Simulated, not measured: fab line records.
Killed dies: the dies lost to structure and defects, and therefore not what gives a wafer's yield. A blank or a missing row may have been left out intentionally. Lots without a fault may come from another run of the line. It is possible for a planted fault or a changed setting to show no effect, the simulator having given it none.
fab line records ; flow n5_finfet
record: lots: 10; wafers: 28; last_day: 24
route steps=1938 shown BEOL_M0@737 BEOL_M1@753 BEOL_M4@1111 PASSIVATION@1936
lots that met no fault: from a run of the same line without faults
start_h: hours from the record's opening day to when the first of the lot's shown wafers began ; wait_h: hours from the lot's prior step to this one ; " same as the row above ; L1.1+2: one row covering several wafers at once ; - no value, or no start was given ; * or withheld: withheld ; < > ~ a bound
route shown NAME@n: names a module that has steps shown in the file, with the first one's number in the route ; usual: the fault-free wafers' mean and standard deviation ; same: alike in all rows ; chamber/n: place in a boat ; sites: each site's reading ; _std_site: standard deviation across them ; _edge_site: mean of outer sites minus mean of inner sites ; radius_mm: for every site, how far away it sits from the centre of the wafer ; mask NAME#n: copy n ; behind: the last tool/chamber to shape the wafer ; hold: reason for holding the lot/hours on hold/outcome of the hold ; device: transistor that didn't switch, given as n, p or np ; end of line: the same wafers' tests at the end of the route ; where a step has no rows: the recipe by itself ; killed: dies lost to structure and defects at the first sort, not the wafer's yield ; map: a wafer's dies, x killed, . not, _ none there
set.NAME: the run value of the setting; set.NAME@STEP: its run value at that earlier step ; model.NAME: the simulator's own value behind a step, which no gauge read
the route's steps for a sample of lots (tables are steps, rows are wafers)
services: the hour from which a tool's chamber was out of use, counted from the record's first day as start_h (under 0 if before that day), plus the number of hours and why
== steps ==
step: N5_BEOL_M0_ANNEAL_133
recipe: temp_c: 400; time_s: 60; ambient: vacuum
usual: heater_power_w: 827/80
lot.wafer;tool;chamber;start_h;wait_h;heater_power_w
L627.1;pvd_sputter-01;-;138.26;0.0;847
L627.4;pvd_sputter-01;-;138.26;0.0;684
L627.6;pvd_sputter-01;-;138.26;0.0;829
L629.2;pvd_sputter-02;-;146.89;0.0;767
L629.3;pvd_sputter-02;-;146.89;0.0;842
L629.6;pvd_sputter-02;-;146.89;0.0;828
L630.2;pvd_sputter-02;-;147.92;0.0;897
L630.4;pvd_sputter-02;-;147.92;0.0;930
L630.6;pvd_sputter-02;-;147.92;0.0;839
L628.2;pvd_sputter-03;-;149.08;0.0;881
L628.4;pvd_sputter-03;-;149.08;0.0;855
L628.6;pvd_sputter-03;-;149.08;0.0;851
L635.1;pvd_sputter-01;-;178.78;0.0;841
L635.3;pvd_sputter-01;-;178.78;0.0;701
L635.4;pvd_sputter-01;-;178.78;0.0;968
L637.1;pvd_sputter-01;-;194.01;0.0;853
L637.4;pvd_sputter-01;-;194.01;0.0;960
L637.5;pvd_sputter-01;-;194.01;0.0;826
L639.2;pvd_sputter-03;-;203.63;0.0;884
L639.4;pvd_sputter-03;-;203.63;0.0;843
L639.6;pvd_sputter-03;-;203.63;0.0;850
L646.4;pvd_sputter-01;-;252.35;0.0;854
L646.6;pvd_sputter-01;-;252.35;0.0;856
L647.4;pvd_sputter-03;-;256.76;0.0;740
L647.5;pvd_sputter-03;-;256.76;0.0;850
L647.6;pvd_sputter-03;-;256.76;0.0;858
L649.1;pvd_sputter-03;-;265.26;0.0;821
L649.6;pvd_sputter-03;-;265.26;0.0;717
step: N5_BEOL_M0_CO_CAP_123
recipe: material: Co; target_thk_a: 20; temp_c: 200; precursor: CCTBA/H2; pressure_torr: 30; time_s: 102.1
usual: heater_power_w: 235/16
lot.wafer;tool;chamber;start_h;wait_h;heater_power_w;since_wet_clean_h
L627.1;cvd_co-01;1;139.30;0.0;214;1118
L627.4;cvd_co-01;1;139.30;0.0;216;-
L627.6;cvd_co-01;2;139.30;0.0;266;-
L629.2;cvd_co-01;0;148.64;0.0;214;690
L629.3;cvd_co-01;2;148.64;0.0;266;231
L629.6;cvd_co-01;2;148.64;0.0;256;-
L630.2;cvd_co-02;2;149.57;0.0;231;450
L630.4;cvd_co-02;0;149.57;0.0;241;-
L630.6;cvd_co-02;2;149.57;0.0;227;-
L628.2;cvd_co-02;2;150.15;0.0;232;451
L628.4;cvd_co-02;1;150.15;0.0;245;-
L628.6;cvd_co-02;2;150.15;0.0;231;-
L635.1;cvd_co-01;0;179.82;0.0;216;721
L635.3;cvd_co-01;2;179.82;0.0;255;262
L635.4;cvd_co-01;0;179.82;0.0;217;-
L637.1;cvd_co-02;0;195.26;0.0;244;955
L637.4;cvd_co-02;2;195.26;0.0;233;-
L637.5;cvd_co-02;1;195.26;0.0;239;-
L639.2;cvd_co-02;2;204.67;0.0;231;505
L639.4;cvd_co-02;2;204.67;0.0;232;-
L639.6;cvd_co-02;1;204.67;0.0;244;-
L646.4;cvd_co-01;1;253.41;0.0;218;-
L646.6;cvd_co-01;0;253.41;0.0;224;-
L647.4;cvd_co-01;2;257.82;0.0;263;-
L647.5;cvd_co-01;1;257.82;0.0;215;-
L647.6;cvd_co-01;0;257.82;0.0;223;-
L649.1;cvd_co-02;1;266.28;0.0;235;130
L649.6;cvd_co-02;2;266.28;0.0;234;-
step: N5_BEOL_M0_DEP_125
recipe: material: SiCN; target_thk_a: 80; temp_c: withheld; precursor: 3MS/NH3; pressure_torr: 3; rf_w: 202; time_s: 14
usual: showerhead_plenum_p_Torr: 3.670/0.014; throttle_valve_pct: 8.7/0.47
lot.wafer;tool;chamber;start_h;wait_h;showerhead_plenum_p_Torr;since_wet_clean_h;throttle_valve_pct
L627.1;pecvd-02;1;139.42;0.0;3.680;1750;8.1
L627.4;pecvd-02;2;139.42;0.0;3.642;-;8.8
L627.6;pecvd-02;1;139.42;0.0;3.671;-;8.0
L629.2;pecvd-01;2;148.76;0.0;3.668;16;7.9
L629.3;pecvd-01;1;148.76;0.0;3.686;1940;9.3
L629.6;pecvd-01;2;148.76;0.0;3.663;-;8.3
L630.2;pecvd-01;0;149.69;0.0;3.688;1216;9.4
L630.4;pecvd-01;0;149.69;0.0;3.664;-;9.2
L630.6;pecvd-01;1;149.69;0.0;3.694;-;9.1
L628.2;pecvd-01;1;150.26;0.0;3.695;1942;9.3
L628.4;pecvd-01;0;150.26;0.0;3.664;-;9.6
L628.6;pecvd-01;2;150.26;0.0;3.669;-;8.2
L635.1;pecvd-04;0;179.93;0.0;3.672;884;8.3
L635.3;pecvd-04;2;179.93;0.0;3.663;130;8.1
L635.4;pecvd-04;0;179.93;0.0;3.678;-;8.3
L637.1;pecvd-04;0;195.38;0.0;3.658;899;8.3
L637.4;pecvd-04;2;195.38;0.0;3.651;-;8.6
L637.5;pecvd-04;1;195.38;0.0;3.672;-;8.9
L639.2;pecvd-04;1;204.79;0.0;3.669;1634;9.0
L639.4;pecvd-04;2;204.79;0.0;3.656;-;8.4
L639.6;pecvd-04;1;204.79;0.0;3.669;-;9.1
L646.4;pecvd-02;0;253.51;0.0;3.670;-;9.3
L646.6;pecvd-02;1;253.51;0.0;3.681;-;8.2
L647.4;pecvd-01;1;257.91;0.0;3.684;-;8.9
L647.5;pecvd-01;2;257.91;0.0;3.681;-;8.1
L647.6;pecvd-01;0;257.91;0.0;3.670;-;9.3
L649.1;pecvd-02;2;266.40;0.0;3.638;393;9.0
L649.6;pecvd-02;0;266.40;0.0;3.680;-;9.1
step: N5_BEOL_M0_INSPECT_127
recipe: inspect_instrument: darkfield; mode: post_dep
usual: raw_defect_count: 72/25
lot.wafer;tool;chamber;start_h;wait_h;raw_defect_count
L627.1;defect_inspect-01;-;139.51;0.0;119
L627.4;defect_inspect-01;-;139.51;0.0;57
L627.6;defect_inspect-01;-;139.51;0.0;82
L629.2;defect_inspect-02;-;148.85;0.0;108
L629.3;defect_inspect-02;-;148.85;0.0;108
L629.6;defect_inspect-02;-;148.85;0.0;59
L630.2;defect_inspect-02;-;149.78;0.0;48
L630.4;defect_inspect-02;-;149.78;0.0;58
L630.6;defect_inspect-02;-;149.78;0.0;45
L628.2;defect_inspect-02;-;150.36;0.0;26
L628.4;defect_inspect-02;-;150.36;0.0;29
L628.6;defect_inspect-02;-;150.36;0.0;33
L635.1;defect_inspect-01;-;180.03;0.0;55
L635.3;defect_inspect-01;-;180.03;0.0;26
L635.4;defect_inspect-01;-;180.03;0.0;25
L637.1;defect_inspect-01;-;195.47;0.0;1162
L637.4;defect_inspect-01;-;195.47;0.0;1169
L637.5;defect_inspect-01;-;195.47;0.0;1213
L639.2;defect_inspect-01;-;204.88;0.0;1262
L639.4;defect_inspect-01;-;204.88;0.0;1189
L639.6;defect_inspect-01;-;204.88;0.0;1209
L646.4;defect_inspect-01;-;253.59;0.0;114
L646.6;defect_inspect-01;-;253.59;0.0;89
L647.4;defect_inspect-02;-;257.99;0.0;81
L647.5;defect_inspect-02;-;257.99;0.0;109
L647.6;defect_inspect-02;-;257.99;0.0;66
L649.1;defect_inspect-02;-;266.49;0.0;79
L649.6;defect_inspect-02;-;266.49;0.0;104
step: N5_BEOL_M1_PECVD_72
recipe: material: SiO2; target_thk_a: 160; temp_c: 400; precursor: TEOS/O2; pressure_torr: 5.5; rf_w: 450; teos_flow_sccm: 53.8; gas: O2; flow_sccm: 3000; time_s: 18
usual: heater_power_w: 690/120; showerhead_plenum_p_Torr: 8.80/0.065; throttle_valve_pct: 22.1/1.1
lot.wafer;tool;chamber;start_h;wait_h;heater_power_w;showerhead_plenum_p_Torr;since_wet_clean_h;throttle_valve_pct
L627.1;pecvd-02;1;139.65;0.0;510;8.83;1750;20.2
L627.4;pecvd-02;2;139.65;0.0;708;8.67;-;21.5
L627.6;pecvd-02;0;139.65;0.0;485;8.84;-;22.9
L629.2;pecvd-01;1;148.99;0.0;788;8.91;1940;22.1
L629.3;pecvd-01;2;148.99;0.0;598;8.84;16;20.5
L629.6;pecvd-01;2;148.99;0.0;595;8.82;-;20.4
L630.2;pecvd-02;1;149.93;0.0;541;8.81;1760;20.2
L630.4;pecvd-02;0;149.93;0.0;560;8.83;-;23.1
L630.6;pecvd-02;2;149.93;0.0;701;8.66;-;21.6
L628.2;pecvd-03;1;150.50;0.0;710;8.82;1398;22.7
L628.4;pecvd-03;0;150.50;0.0;891;8.76;-;22.1
L628.6;pecvd-03;2;150.50;0.0;711;8.86;-;24.8
L635.1;pecvd-02;1;180.17;0.0;549;8.81;1790;20.2
L635.3;pecvd-02;2;180.17;0.0;674;8.69;307;21.5
L635.4;pecvd-02;2;180.17;0.0;663;8.66;-;21.5
L637.1;pecvd-02;1;195.62;0.0;537;8.80;1806;20.1
L637.4;pecvd-02;1;195.62;0.0;552;8.83;-;20.3
L637.5;pecvd-02;2;195.62;0.0;759;8.69;-;21.6
L639.2;pecvd-03;0;205.02;0.0;844;8.75;728;22.4
L639.4;pecvd-03;1;205.02;0.0;704;8.81;-;22.5
L639.6;pecvd-03;2;205.02;0.0;842;8.86;-;25.1
L646.4;pecvd-01;2;253.74;0.1;609;8.83;-;20.7
L646.6;pecvd-01;0;253.74;0.1;725;8.80;-;23.2
L647.4;pecvd-03;1;258.15;0.1;655;8.81;-;22.6
L647.5;pecvd-03;2;258.15;0.1;917;8.84;-;22.1
L647.6;pecvd-03;0;258.15;0.1;898;8.74;-;22.6
L649.1;pecvd-03;0;266.63;0.0;878;8.74;789;22.4
L649.6;pecvd-03;1;266.63;0.0;713;8.83;-;22.8
step: N5_BEOL_M1_INSPECT_13
recipe: mode: adi; inspect_instrument: brightfield
usual: raw_defect_count: 427/110
lot.wafer;tool;chamber;start_h;wait_h;raw_defect_count
L627.1;defect_inspect-02;-;142.11;0.1;670
L627.4;defect_inspect-02;-;142.11;0.1;536
L627.6;defect_inspect-02;-;142.11;0.1;473
L629.2;defect_inspect-01;-;150.22;0.0;465
L629.3;defect_inspect-01;-;150.22;0.0;618
L629.6;defect_inspect-01;-;150.22;0.0;633
L630.2;defect_inspect-01;-;150.96;0.0;452
L630.4;defect_inspect-01;-;150.96;0.0;449
L630.6;defect_inspect-01;-;150.96;0.0;548
L628.2;defect_inspect-02;-;153.02;0.0;303
L628.4;defect_inspect-02;-;153.02;0.0;298
L628.6;defect_inspect-02;-;153.02;0.0;275
L635.1;defect_inspect-01;-;182.54;0.1;445
L635.3;defect_inspect-01;-;182.54;0.1;602
L635.4;defect_inspect-01;-;182.54;0.1;410
L637.1;defect_inspect-02;-;197.15;0.1;1479
L637.4;defect_inspect-02;-;197.15;0.1;1424
L637.5;defect_inspect-02;-;197.15;0.1;1406
L639.2;defect_inspect-01;-;206.98;0.0;1624
L639.4;defect_inspect-01;-;206.98;0.0;1647
L639.6;defect_inspect-01;-;206.98;0.0;1650
L646.4;defect_inspect-01;-;254.90;0.0;419
L646.6;defect_inspect-01;-;254.90;0.0;356
L647.4;defect_inspect-01;-;259.14;0.0;415
L647.5;defect_inspect-01;-;259.14;0.0;545
L647.6;defect_inspect-01;-;259.14;0.0;475
L649.1;defect_inspect-02;-;268.78;0.1;452
L649.6;defect_inspect-02;-;268.78;0.1;357
step: N5_BEOL_M4_RC_MEAS_101
usual: DIBL_N: 35.8/1.6; DIBL_P: 35.6/2; IOFF_N: 0.15/0.031; IOFF_P: 0.20/0.033; ION_N: 668/12; ION_P: 459/6.8; SS_N: 71.4/0.53; SS_P: 73.1/0.63; VT_N: 250/3.5; VT_P: -251/3
lot.wafer;tool;chamber;start_h;wait_h;DIBL_N[mV/V];DIBL_P[mV/V];IOFF_N[nA/um];IOFF_P[nA/um];ION_N[uA/um];ION_P[uA/um];SS_N[mV/dec];SS_P[mV/dec];VT_N[mV];VT_P[mV]
L627.1;prober-01;0;306.28;0.1;34.5;34.8;0.12;0.19;645;443;70.6;73.0;255;-254
L627.4;prober-01;0;306.28;0.1;35.5;36.2;0.15;0.21;676;459;71.5;72.9;250;-250
L627.6;prober-01;0;306.28;0.1;36.9;37.5;0.17;0.24;672;464;71.9;73.6;248;-250
L630.2;prober-01;0;316.64;0.2;33.3;32.8;0.11;0.16;662;455;71.1;72.4;254;-253
L630.4;prober-01;0;316.64;0.2;34.9;34.0;0.13;0.17;662;452;71.9;72.8;253;-253
L630.6;prober-01;0;316.64;0.2;34.7;33.7;0.12;0.18;667;458;71.4;73.2;253;-254
L629.2;prober-02;0;332.25;0.2;35.0;34.9;0.13;0.16;664;447;71.4;72.5;252;-256
L629.3;prober-02;0;332.25;0.2;37.2;37.6;0.18;0.21;681;462;71.7;73.3;248;-254
L629.6;prober-02;0;332.25;0.2;33.3;33.1;0.12;0.15;653;454;71.0;72.2;254;-256
L628.2;prober-01;0;371.60;0.2;35.1;33.8;0.14;0.18;665;460;70.7;72.5;251;-252
L628.4;prober-01;0;371.60;0.2;35.5;34.0;0.16;0.19;670;458;71.3;72.5;248;-252
L628.6;prober-01;0;371.60;0.2;35.7;34.8;0.15;0.19;668;456;70.7;72.8;248;-250
L635.1;prober-01;0;382.72;0.0;37.1;38.1;0.20;0.23;702;472;72.0;73.9;244;-247
L635.3;prober-01;0;382.72;0.0;35.8;36.3;0.17;0.20;675;455;71.6;74.0;249;-250
L635.4;prober-01;0;382.72;0.0;35.5;35.6;0.17;0.20;696;467;71.9;73.4;246;-251
L637.1;prober-02;0;391.32;0.0;38.4;39.6;0.24;0.29;691;467;72.4;74.2;244;-246
L637.4;prober-02;0;391.32;0.0;34.9;35.3;0.15;0.21;673;465;71.5;73.4;251;-251
L637.5;prober-02;0;391.32;0.0;36.7;38.1;0.19;0.26;673;469;71.7;73.8;248;-247
L639.2;prober-02;0;399.40;0.2;32.8;34.8;0.14;0.19;667;465;71.3;72.9;251;-252
L639.4;prober-02;0;399.40;0.2;33.6;34.3;0.14;0.19;663;459;71.6;72.9;252;-251
L639.6;prober-02;0;399.40;0.2;33.8;34.6;0.15;0.19;670;458;70.6;73.2;249;-252
L647.4;prober-01;0;436.59;0.5;37.5;36.4;0.16;0.21;662;455;71.3;73.1;249;-249
L647.5;prober-01;0;436.59;0.5;35.8;35.5;0.14;0.20;659;462;70.8;73.3;252;-251
L647.6;prober-01;0;436.59;0.5;38.9;38.6;0.19;0.24;670;460;71.8;73.6;248;-247
L646.4;prober-01;0;460.39;0.5;37.8;36.4;0.16;0.20;659;456;72.2;74.3;248;-253
L646.6;prober-01;0;460.39;0.5;35.0;33.0;0.11;0.16;663;457;71.0;72.4;254;-254
L649.1;prober-01;0;468.03;0.0;38.3;39.7;0.23;0.28;708;480;71.9;73.8;243;-245
L649.6;prober-01;0;468.03;0.0;38.3;39.2;0.22;0.27;685;465;71.4;74.4;244;-244
step: N5_PASSIVATION_PROBE_49
usual: defect_limited_yield: 90.7/1.5; killed_at_M0_to_M3: 38/11; killed_at_M4_up: 15/5.5; killed_at_contacts: 12/6; killed_at_front_end: 41/11; killed_at_other: 3.5/2.7; killed_dies: 110/18; killed_open: 72/13; killed_short: 35/8.7; sort_bin_5_function: 5.5/1.1; sort_bin_6_memory: 3.4/0.63; sort_bin_8_speed: 0.01/0.037; sort_n_pass: 1070/18; sort_yield_pct: 90.7/1.5
same: gross_dies: 1180; killed_at_back_side: 0; sort_bin_4_leakage[%]: 0
lot.wafer;tool;chamber;start_h;wait_h;defect_limited_yield[%];killed_at_M0_to_M3;killed_at_M4_up;killed_at_contacts;killed_at_front_end;killed_at_other;killed_dies;killed_open;killed_short;sort_bin_5_function[%];sort_bin_6_memory[%];sort_bin_8_speed[%];sort_n_pass;sort_yield_pct[%]
L627.1;prober-01;-;419.43;0.0;90.4;37;15;18;40;3;113;82;28;5.8;3.6;0.08;1066;90.3
L627.4;prober-01;-;419.58;0.2;90.0;30;16;19;50;3;118;72;44;6.9;2.5;0;1062;90.0
L627.6;prober-01;-;419.68;0.3;89.5;53;10;13;47;1;124;79;44;6.7;3.6;0;1056;89.5
L630.2;prober-02;-;423.43;0.1;91.8;29;19;12;37;0;97;62;34;5.3;2.7;0;1083;91.8
L630.4;prober-02;-;423.53;0.2;93.0;34;16;3;22;8;83;56;26;4.9;1.9;0;1097;93.0
L630.6;prober-02;-;423.63;0.3;93.8;16;16;14;23;4;73;54;18;2.9;2.9;0;1107;93.8
L629.2;prober-02;-;440.79;0.1;89.2;39;25;9;52;2;127;79;45;6.7;3.6;0;1053;89.2
L629.3;prober-02;-;440.84;0.1;88.9;38;22;3;66;2;131;78;48;6.6;4.2;0;1049;88.9
L629.6;prober-02;-;440.99;0.3;90.5;32;16;7;52;5;112;73;38;5.4;3.8;0;1068;90.5
L628.2;prober-01;-;496.29;0.1;89.8;45;15;15;45;0;120;90;30;5.9;4.0;0;1060;89.8
L628.4;prober-01;-;496.39;0.2;91.8;44;9;8;35;1;97;60;37;4.6;3.3;0;1083;91.8
L628.6;prober-01;-;496.49;0.3;89.4;46;10;17;52;0;125;75;50;6.1;4.2;0;1055;89.4
L637.1;prober-02;-;512.95;0.0;83.9;132;8;8;42;0;190;61;25;9.2;3.3;0;990;83.9
L637.4;prober-02;-;513.10;0.2;78.4;176;18;5;52;4;255;77;33;13.0;4.8;0;925;78.4
L637.5;prober-02;-;513.15;0.2;86.4;94;11;12;42;2;161;77;40;7.5;4.3;0;1019;86.4
L639.2;prober-01;-;523.35;0.1;79.1;187;7;12;38;3;247;59;28;13.6;4.3;0;933;79.1
L639.4;prober-01;-;523.45;0.2;81.7;178;12;7;17;2;216;45;22;10.2;4.2;0.08;964;81.7
L639.6;prober-01;-;523.55;0.3;90.7;62;14;2;25;7;110;49;23;5.2;2.6;0;1070;90.7
L647.4;prober-01;-;550.42;0.2;91.4;39;9;8;36;9;101;56;39;4.7;3.1;0;1079;91.4
L647.5;prober-01;-;550.47;0.2;91.3;35;19;8;34;7;103;62;35;4.8;3.2;0;1077;91.3
L647.6;prober-01;-;550.52;0.3;91.4;35;20;16;26;5;102;67;33;5.0;3.4;0;1078;91.4
L646.4;prober-01;-;564.55;0.2;91.5;23;16;15;39;7;100;69;31;5.0;3.3;0;1080;91.5
L646.6;prober-01;-;564.65;0.3;92.4;23;18;12;28;9;90;53;37;4.3;3.0;0;1090;92.4
killed by level:class
L627.1 FIN_SAQP:geometric_particle:open=15 MOL_CONTACT_COAG:geometric_particle:open=15 BEOL_M2:geometric_particle:open=11 BEOL_M4:geometric_particle:open=11 BEOL_M2:geometric_particle:short=8 STI_FIN_REVEAL:geometric_particle:open=7 BEOL_M0_SAQP:geometric_particle:open=7 DUMMY_GATE:geometric_particle:open=5
L627.4 MOL_CONTACT_COAG:geometric_particle:open=13 BEOL_M4:geometric_particle:open=9 STI_FIN_REVEAL:geometric_particle:open=9 GATE_CUT:geometric_particle:short=8 BEOL_M3:geometric_particle:open=7 FIN_SAQP:geometric_particle:open=6 MOL_CONTACT_COAG:geometric_particle:short=5 BEOL_M0_SAQP:geometric_particle:short=5
L627.6 BEOL_M0_SAQP:geometric_particle:open=16 MOL_CONTACT_COAG:geometric_particle:open=10 FIN_SAQP:geometric_particle:open=9 BEOL_M0_SAQP:geometric_particle:short=9 BEOL_M0:geometric_particle:open=9 GATE_CUT:geometric_particle:short=8 STI_FIN_REVEAL:geometric_particle:open=6 DUMMY_GATE:geometric_particle:open=6
L630.2 BEOL_M0_SAQP:geometric_particle:short=11 MOL_CONTACT_COAG:geometric_particle:open=10 BEOL_M0_SAQP:geometric_particle:open=7 BEOL_M4:geometric_particle:open=7 FIN_SAQP:geometric_particle:open=6 FIN_SAQP:geometric_particle:short=6 BEOL_M2:geometric_particle:open=5 BEOL_M5:geometric_particle:open=5
L630.4 BEOL_M5:geometric_particle:open=7 BEOL_M0_SAQP:geometric_particle:open=6 BEOL_M0_SAQP:geometric_particle:short=6 BEOL_M3:geometric_particle:open=6 BEOL_M2:geometric_particle:open=5 FIN_SAQP:geometric_particle:short=4 GATE_CUT:geometric_particle:short=4 STARTING-WAFER:geometric_particle:open=4
L630.6 MOL_CONTACT_COAG:geometric_particle:open=12 BEOL_M4:geometric_particle:open=7 STI_FIN_REVEAL:geometric_particle:open=5 BEOL_M0_SAQP:geometric_particle:short=5 FIN_SAQP:geometric_particle:short=4 BEOL_M7:geometric_particle:open=4 STARTING-WAFER:geometric_particle:open=4 PAD_METAL:geometric_particle:open=3
L629.2 FIN_SAQP:geometric_particle:short=19 FIN_SAQP:geometric_particle:open=14 BEOL_M0_SAQP:geometric_particle:open=9 BEOL_M4:geometric_particle:open=9 BEOL_M3:geometric_particle:open=8 BEOL_M5:geometric_particle:open=8 BEOL_M2:geometric_particle:open=7 MOL_CONTACT_COAG:geometric_particle:open=6
L629.3 FIN_SAQP:geometric_particle:open=20 FIN_SAQP:geometric_particle:short=15 DUMMY_GATE:geometric_particle:open=10 BEOL_M4:geometric_particle:open=8 BEOL_M0_SAQP:geometric_particle:open=6 BEOL_M0_SAQP:geometric_particle:short=6 BEOL_M1:geometric_particle:open=5 BEOL_M2:geometric_particle:open=5
L629.6 FIN_SAQP:geometric_particle:open=21 FIN_SAQP:geometric_particle:short=12 BEOL_M2:geometric_particle:open=9 BEOL_M4:geometric_particle:open=9 BEOL_M0_SAQP:geometric_particle:short=6 BEOL_M0_SAQP:geometric_particle:open=6 MOL_CONTACT_COAG:geometric_particle:open=5 BEOL_M1:geometric_particle:open=4
L628.2 BEOL_M0_SAQP:geometric_particle:open=13 MOL_CONTACT_COAG:geometric_particle:open=9 BEOL_M2:geometric_particle:open=9 BEOL_M1:geometric_particle:open=7 BEOL_M3:geometric_particle:open=7 MOL_CONTACT_COAG:geometric_particle:short=6 BEOL_M4:geometric_particle:open=6 FIN_CUT:geometric_particle:open=5
L628.4 DUMMY_GATE:geometric_particle:open=11 BEOL_M2:geometric_particle:open=11 BEOL_M0_SAQP:geometric_particle:short=8 BEOL_M0_SAQP:geometric_particle:open=7 BEOL_M3:geometric_particle:open=7 STARTING-WAFER:geometric_particle:short=6 MOL_CONTACT_COAG:geometric_particle:open=5 FIN_SAQP:geometric_particle:short=4
L628.6 MOL_CONTACT_COAG:geometric_particle:open=17 BEOL_M0_SAQP:geometric_particle:short=14 GATE_CUT:geometric_particle:short=9 BEOL_M0_SAQP:geometric_particle:open=9 FIN_SAQP:geometric_particle:open=8 BEOL_M3:geometric_particle:open=8 FIN_SAQP:geometric_particle:short=7 DUMMY_GATE:geometric_particle:open=7
L637.1 BEOL_M0:unspecified=104 FIN_SAQP:geometric_particle:open=10 MOL_CONTACT_COAG:geometric_particle:open=8 BEOL_M3:geometric_particle:open=6 FIN_SAQP:geometric_particle:short=5 ILD0:geometric_particle:open=5 BEOL_M0_SAQP:geometric_particle:open=5 GATE_CUT:geometric_particle:open=5
L637.4 BEOL_M0:unspecified=145 STI_FIN_REVEAL:geometric_particle:open=10 FIN_SAQP:geometric_particle:open=8 FIN_SAQP:geometric_particle:short=7 BEOL_M0_SAQP:geometric_particle:short=7 BEOL_M2:geometric_particle:open=6 BEOL_M3:geometric_particle:open=6 DUMMY_GATE:geometric_particle:open=5
L637.5 BEOL_M0:unspecified=41 BEOL_M0_SAQP:geometric_particle:short=13 BEOL_M0_SAQP:geometric_particle:open=11 BEOL_M1:geometric_particle:open=10 FIN_SAQP:geometric_particle:open=9 BEOL_M3:geometric_particle:open=9 GATE_CUT:geometric_particle:open=7 MOL_CONTACT_COAG:geometric_particle:open=7
L639.2 BEOL_M0:unspecified=160 MOL_CONTACT_COAG:geometric_particle:open=11 FIN_SAQP:geometric_particle:open=10 BEOL_M0_SAQP:geometric_particle:open=9 DUMMY_GATE:geometric_particle:open=7 GATE_CUT:geometric_particle:short=7 BEOL_M1:geometric_particle:open=6 FIN_SAQP:geometric_particle:short=4
L639.4 BEOL_M0:unspecified=148 MOL_CONTACT_COAG:geometric_particle:open=7 BEOL_M1:geometric_particle:open=5 GATE_CUT:geometric_particle:open=5 BEOL_M0:geometric_particle:short=5 BEOL_M3:geometric_particle:short=5 BEOL_M0_SAQP:geometric_particle:open=4 BEOL_M0_SAQP:geometric_particle:short=3
L639.6 BEOL_M0:unspecified=38 BEOL_M4:geometric_particle:open=8 BEOL_M0:geometric_particle:open=7 FIN_SAQP:geometric_particle:open=6 BEOL_M0_SAQP:geometric_particle:open=6 BEOL_M0_SAQP:geometric_particle:short=4 FIN_SAQP:geometric_particle:short=3 STI_FIN_REVEAL:geometric_particle:open=3
L647.4 BEOL_M0_SAQP:geometric_particle:open=12 BEOL_M0_SAQP:geometric_particle:short=12 GATE_CUT:geometric_particle:short=8 BEOL_M2:geometric_particle:open=8 MOL_CONTACT_COAG:geometric_particle:open=6 STI_FIN_REVEAL:geometric_particle:open=5 DUMMY_GATE:geometric_particle:short=4 BEOL_M4:geometric_particle:open=4
L647.5 BEOL_M0_SAQP:geometric_particle:short=10 STI_FIN_REVEAL:geometric_particle:open=9 BEOL_M4:geometric_particle:open=9 BEOL_M0_SAQP:geometric_particle:open=7 BEOL_M2:geometric_particle:open=7 BEOL_M3:geometric_particle:open=7 FIN_SAQP:geometric_particle:open=5 HKMG_FIN:area_etch=5
L647.6 MOL_CONTACT_COAG:geometric_particle:open=14 BEOL_M4:geometric_particle:open=11 BEOL_M0_SAQP:geometric_particle:short=10 BEOL_M2:geometric_particle:open=8 FIN_SAQP:geometric_particle:open=7 BEOL_M0_SAQP:geometric_particle:open=6 GATE_CUT:geometric_particle:short=5 BEOL_M2:geometric_particle:short=4
L646.4 MOL_CONTACT_COAG:geometric_particle:open=13 STI_FIN_REVEAL:geometric_particle:open=11 FIN_SAQP:geometric_particle:open=8 BEOL_M0_SAQP:geometric_particle:short=7 BEOL_M0_SAQP:geometric_particle:open=6 BEOL_M4:geometric_particle:open=6 FIN_SAQP:geometric_particle:short=5 BEOL_M2:geometric_particle:open=4
L646.6 MOL_CONTACT_COAG:geometric_particle:open=10 GATE_CUT:geometric_particle:open=6 FIN_SAQP:geometric_particle:short=5 BEOL_M3:geometric_particle:open=5 BEOL_M0_SAQP:geometric_particle:short=5 BEOL_M5:geometric_particle:open=5 STI_FIN_REVEAL:geometric_particle:open=4 BEOL_M4:geometric_particle:open=4
== services ==
tool;chamber;start_h;hours;kind
cvd_co-02;1;114.67;-;clean
cvd_co-02;1;114.67;22.0;scheduled_down
cvd_co-02;1;114.67;22.0;vent_cycle
pecvd-02;2;117.88;9.8;repair
cvd_co-01;-;121.24;0.8;repair
pecvd-01;2;132.83;2.1;scheduled_down
cvd_co-02;-;135.05;4.3;pm
pecvd-04;1;135.65;2.1;scheduled_down
pecvd-04;0;141.17;-;calibration
cvd_co-01;-;170.04;2.6;repair
cvd_co-02;-;197.93;0.2;repair
pecvd-02;2;200.45;2.1;scheduled_down
pecvd-01;2;208.61;3.6;repair
pecvd-04;1;211.41;5.5;scheduled_down
pecvd-02;0;213.38;12.1;repair
pecvd-03;2;219.58;4.3;repair
pecvd-03;1;232.71;5.0;scheduled_down
pecvd-02;0;234.51;5.5;scheduled_down
pecvd-04;0;237.35;5.5;scheduled_down
pvd_sputter-01;-;243.28;2.7;repair
cvd_co-02;-;252.52;0.7;repair
pecvd-01;-;255.87;0.3;repair
== key ==
first_sign: step: N5_BEOL_M0_INSPECT_127; reading: raw_defect_count; direction: up; sigmas: 46; usual: 72; struck: 1201
effect: step: N5_BEOL_M1_INSPECT_13; reading: raw_defect_count; direction: up; sigmas: 10; usual: 427; struck: 1538
effect: step: N5_PASSIVATION_PROBE_49; reading: killed_at_M0_to_M3; direction: up; sigmas: 9.5; usual: 38; struck: 138
more_kills_born_at: N5_BEOL_M0_CO_CAP_123@cvd_co-02: 636
met_at N5_BEOL_M0_CO_CAP_123
struck_lots L637,L639
not_acting_at N5_BEOL_M0_ANNEAL_133,N5_BEOL_M0_DEP_125,N5_BEOL_M1_PECVD_72
onset_between 150.15 195.26
fault: kind: chamber_particle_source; tool: cvd_co-02; chamber: -; onset_h: 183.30; steps: N5_BEOL_M0_CO_CAP_123; rate_per_visit_cm2: 1.7784; end_h: 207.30
